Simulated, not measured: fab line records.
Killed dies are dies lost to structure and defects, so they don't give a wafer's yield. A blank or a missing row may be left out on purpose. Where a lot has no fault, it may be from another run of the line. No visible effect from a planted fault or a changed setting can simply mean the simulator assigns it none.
Which tool is to blame? | flow nand harc | at 1 step of a route of 1159, 12 lots with 36 wafers sampled

WHAT THE GAUGES SHOWED, per wafer
NHARC_A_M0_CD_MEAS_09 targets a cd of 80 nm.
lot  | measured     | on        | cd nm (nm)
L074 | day 17 18:44 | cd sem-01 | 81.5 81.3 81.5
L076 | day 18 00:19 | cd sem-01 | 78.2 80.0 79.4
L080 | day 19 02:04 | cd sem-01 | 80.0 80.5 81.5
L082 | day 19 11:28 | cd sem-01 | 79.1 79.1 80.4
L084 | day 19 19:42 | cd sem-03 | 79.4 79.2 79.0
L085 | day 20 11:39 | cd sem-01 | 80.2 81.8 80.5
L086 | day 20 14:52 | cd sem-03 | 81.7 80.2 80.0
L090 | day 21 12:29 | cd sem-03 | 79.1 78.9 79.7
L092 | day 21 17:38 | cd sem-01 | 79.5 79.0 78.9
L093 | day 22 06:02 | cd sem-02 | 79.0 78.6 78.7
L096 | day 22 12:00 | cd sem-01 | 79.3 78.9 80.4
L095 | day 22 16:24 | cd sem-01 | 78.9 81.2 79.8

WHICH TOOL RAN EACH LOT (tool, then ch and the chambers of the sampled wafers, then the start)
The record shows no process step preceding these readings.

THE ANSWER, worked out from the rows above alone
Rule: the lots themselves supply what counts as usual. Put in order of their means at a reading, lots are off if they are a third of the lots or fewer, leave a main group of 4 or more, and stand apart from it by a gap of 3 or more times the standard deviation of the main group's means; of several such gaps the widest counts. A main group whose means are all the same, to the digits that the tables above print for the reading, isn't used. A lot without any number at a reading at which 4 lots or more have one is off too. All remaining lots with rows at the step are treated as sound.
Nothing can be told from this: no lot is off at any reading shown.

WHAT THE SIMULATOR HAD PUT IN
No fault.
